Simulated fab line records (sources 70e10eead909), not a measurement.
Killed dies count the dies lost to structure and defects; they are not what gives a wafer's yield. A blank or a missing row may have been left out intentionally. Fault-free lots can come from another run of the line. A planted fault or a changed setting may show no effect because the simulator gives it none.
What tool caused it?	flow nand-harc	14 lots, 42 wafers sampled, at 4 steps of a route of 1159

WHAT EACH GAUGE READ, for each wafer
Not one reading of a measure or inspect step in the record can be checked against a usual standard deviation.

WHICH TOOL RAN EACH LOT (tool, then ch and the chambers of the sampled wafers, then the start)
lot	NHARC_A_STAIRCASE_DEP_322	NHARC_A_STAIRCASE_ETCHBACK_157	NHARC_A_SGD_CUT_DEP_00	NHARC_A_SGD_CUT_ETCH_15
L944	pecvd-01 ch 0,1, day 12 17:39	rie-diel-03 ch 0,2,3, day 13 12:30	pecvd-01 ch 0,1,2, day 13 13:29	rie-diel-12 ch 0,1,3, no start
L949	pecvd-02 ch 0,2, day 13 10:22	rie-diel-11 ch 0,2,3, day 14 06:58	pecvd-03 ch 0,1,2, day 14 08:01	rie-diel-12 ch 2,3, no start
L945	pecvd-01 ch 0,1,2, day 13 10:34	rie-diel-03 ch 0,2,3, day 14 08:13	pecvd-03 ch 0,1,2, day 14 09:18	rie-diel-12 ch 0,3, no start
L946	pecvd-01 ch 0,1, day 13 10:57	rie-diel-11 ch 1,2,3, day 14 06:38	pecvd-01 ch 0,1,2, day 14 07:47	rie-diel-13 ch 0,1,2, no start
L948	pecvd-02 ch 0,1, day 13 21:55	rie-diel-11 ch 0,1,3, day 14 17:26	pecvd-04 ch 1,2, day 14 18:25	rie-diel-12 ch 0,2, day 14 20:04
L951	pecvd-03 ch 0,1,2, day 15 02:58	rie-diel-11 ch 0,1,3, day 15 22:20	pecvd-01 ch 0,2, day 15 23:20	rie-diel-12 ch 1,2, no start
L950	pecvd-01 ch 0,1, day 15 02:58	rie-diel-11 ch 0,2,3, day 15 21:53	pecvd-03 ch 0,2, day 15 22:49	rie-diel-13 ch 1,2, no start
L959	pecvd-02 ch 0,2, day 17 03:32	rie-diel-03 ch 1,2,3, day 18 01:30	pecvd-04 ch 1,2, day 18 02:36	rie-diel-02 ch 0,2, no start
L958	pecvd-02 ch 0,1,2, day 17 14:16	rie-diel-03 ch 1,2,3, day 18 13:50	pecvd-04 ch 0,1,2, day 18 14:56	rie-diel-12 ch 0,1,3, no start
L963	pecvd-03 ch 0,1, day 17 14:26	rie-diel-11 ch 0,3, day 18 13:43	pecvd-04 ch 0,2, day 18 14:43	rie-diel-02 ch 1,2, no start
L964	pecvd-02 ch 0,1, day 17 22:24	rie-diel-03 ch 1,2,3, day 18 18:34	pecvd-04 ch 0,2, day 18 19:36	rie-diel-02 ch 1,2, no start
L965	pecvd-03 ch 1,2, day 17 22:24	rie-diel-04 ch 0,2,3, day 18 18:52	pecvd-03 ch 0,2, day 18 19:58	rie-diel-12 ch 0,1,3, no start
L967	pecvd-01 ch 0,2, day 18 07:14	rie-diel-04 ch 0,1,2, day 19 09:08	pecvd-03 ch 1,2, day 19 10:13	rie-diel-13 ch 0,2, no start
L966	pecvd-03 ch 0,1, day 18 07:17	rie-diel-04 ch 0,1,3, day 19 09:26	pecvd-04 ch 0,1, day 19 10:36	rie-diel-12 ch 1,3, no start
- NHARC_A_STAIRCASE_DEP_322: deposits SiO2, target thk 3800 nm.
- NHARC_A_STAIRCASE_ETCHBACK_157: etches the open film in CH3F/O2, target depth 90 nm, time 167.14 s.
- NHARC_A_SGD_CUT_DEP_00: deposits SiNx, target thk 50 nm.
- NHARC_A_SGD_CUT_ETCH_15: etches the open film in CH3F/O2, target depth 75 nm, time 64.3 s.

AS READ BY THE TOOLS THEMSELVES (means over the sampled wafers that have a number; for cases with no such wafer, the mark the record gives instead)
NHARC_A_STAIRCASE_DEP_322. Usual: heater-power-outer-w 380 W, standard deviation 56; heater-power-w 663 W, standard deviation 81.
lot	tool	heater-power-outer-w (W)	heater-power-w (W)	flag
L944	pecvd-01	325	615	
L949	pecvd-02	341	608	
L945	pecvd-01	344	627	
L946	pecvd-01	405	679	
L948	pecvd-02	428	738	
L951	pecvd-03	353	614	
L950	pecvd-01	354	663	
L959	pecvd-02	344	612	
L958	pecvd-02	380	652	
L963	pecvd-03	423	682	
L964	pecvd-02	399	687	
L965	pecvd-03	363	659	
L967	pecvd-01	368	713	
L966	pecvd-03	407	666	

NHARC_A_STAIRCASE_ETCHBACK_157. Usual: drypump-motor-current-A 5.9 A, standard deviation 0.49; oes-product-au 0.97 a.u., standard deviation 0.034; rf-vpp-V 244.5 V, standard deviation 2.1; showerhead-plenum-p-Torr 2.47 Torr, standard deviation 0.13; throttle-valve-pct 20.663 %, standard deviation 0.0095.
lot	tool	drypump-motor-current-A (A)	oes-product-au (a.u.)	rf-vpp-V (V)	showerhead-plenum-p-Torr (Torr)	throttle-valve-pct (%)	flag
L944	rie-diel-03	6.1	0.93	244.1	2.44	20.662	
L949	rie-diel-11	5.8	0.93	243.8	2.43	20.658	
L945	rie-diel-03	6.2	0.93	243.4	2.43	20.669	
L946	rie-diel-11	5.4	0.94	243.4	2.39	20.662	
L948	rie-diel-11	5.8	1.00	243.1	2.37	20.662	
L951	rie-diel-11	5.8	0.92	243.7	2.37	20.662	
L950	rie-diel-11	5.8	1.00	244.0	2.43	20.656	
L959	rie-diel-03	6.5	0.99	244.2	2.43	20.667	
L958	rie-diel-03	6.5	1.01	243.4	2.43	20.667	
L963	rie-diel-11	6.2	0.93	244.9	2.54	20.658	
L964	rie-diel-03	6.5	0.99	244.2	2.43	20.665	
L965	rie-diel-04	5.9	0.98	243.2	2.44	20.651	
L967	rie-diel-04	5.9	0.93	244.4	2.46	20.668	
L966	rie-diel-04	6.1	1.01	246.5	2.56	20.660	

NHARC_A_SGD_CUT_DEP_00. Usual: heater-power-outer-w 422 W, standard deviation 60; heater-power-w 717 W, standard deviation 78.
lot	tool	heater-power-outer-w (W)	heater-power-w (W)	flag
L944	pecvd-01	378	681	
L949	pecvd-03	446	724	
L945	pecvd-03	424	701	
L946	pecvd-01	415	738	
L948	pecvd-04	471	766	
L951	pecvd-01	412	774	
L950	pecvd-03	449	735	
L959	pecvd-04	-	-	OFF
L958	pecvd-04	-	-	OFF
L963	pecvd-04	486	794	
L964	pecvd-04	420	695	
L965	pecvd-03	429	722	
L967	pecvd-03	373	649	
L966	pecvd-04	404	688	

NHARC_A_SGD_CUT_ETCH_15. Usual: drypump-motor-current-A 5.9 A, standard deviation 0.53; oes-product-au 0.954 a.u., standard deviation 0.018; rf-vpp-V 264.4 V, standard deviation 1.8; showerhead-plenum-p-Torr 2.49 Torr, standard deviation 0.1; throttle-valve-pct 20.664 %, standard deviation 0.0091.
lot	tool	drypump-motor-current-A (A)	oes-product-au (a.u.)	rf-vpp-V (V)	showerhead-plenum-p-Torr (Torr)	throttle-valve-pct (%)	flag
L944	rie-diel-12	6.2	0.969	264.3	2.54	20.661	
L949	rie-diel-12	5.2	0.976	263.7	2.44	20.674	
L945	rie-diel-12	5.8	0.984	263.9	2.45	20.662	
L946	rie-diel-13	5.7	0.961	264.9	2.45	20.662	
L948	rie-diel-12	5.6	0.951	266.6	2.59	20.670	
L951	rie-diel-12	5.5	0.928	265.3	2.60	20.665	
L950	rie-diel-13	5.6	0.922	264.0	2.47	20.669	
L959	rie-diel-02	6.0	0.956	263.3	2.34	20.662	
L958	rie-diel-12	6.2	0.952	265.4	2.53	20.668	
L963	rie-diel-02	6.0	0.961	263.9	2.42	20.662	
L964	rie-diel-02	6.0	0.959	262.8	2.42	20.669	
L965	rie-diel-12	6.2	0.969	264.7	2.53	20.661	
L967	rie-diel-13	5.7	0.954	264.0	2.47	20.666	
L966	rie-diel-12	5.8	0.943	263.6	2.45	20.659	

THE ANSWER, worked out from the rows above alone
Rule: a lot is off if the mean of its wafers that have a number lies more than 3 standard deviations from the usual mean. A lot without any number at a reading at which 4 lots or more have one is off too. The other lots that the step has rows for count as sound. First the gauges in route order, then the tools' own readings, where a lot's mean is used as printed above. The first step at which some lot is off is used, and at that step the reading that is off furthest; a lot without a number counts as furthest.
Off: L959, L958 (NHARC_A_SGD_CUT_DEP_00, heater-power-outer-w). Without a number there: L959, L958.
If a tool, at that step or one of the process steps before it, ran each lot that is off and ran no sound lot following the first of them, it fits. Not one of the candidates tried fits.

WHAT THE SIMULATOR HAD PUT IN
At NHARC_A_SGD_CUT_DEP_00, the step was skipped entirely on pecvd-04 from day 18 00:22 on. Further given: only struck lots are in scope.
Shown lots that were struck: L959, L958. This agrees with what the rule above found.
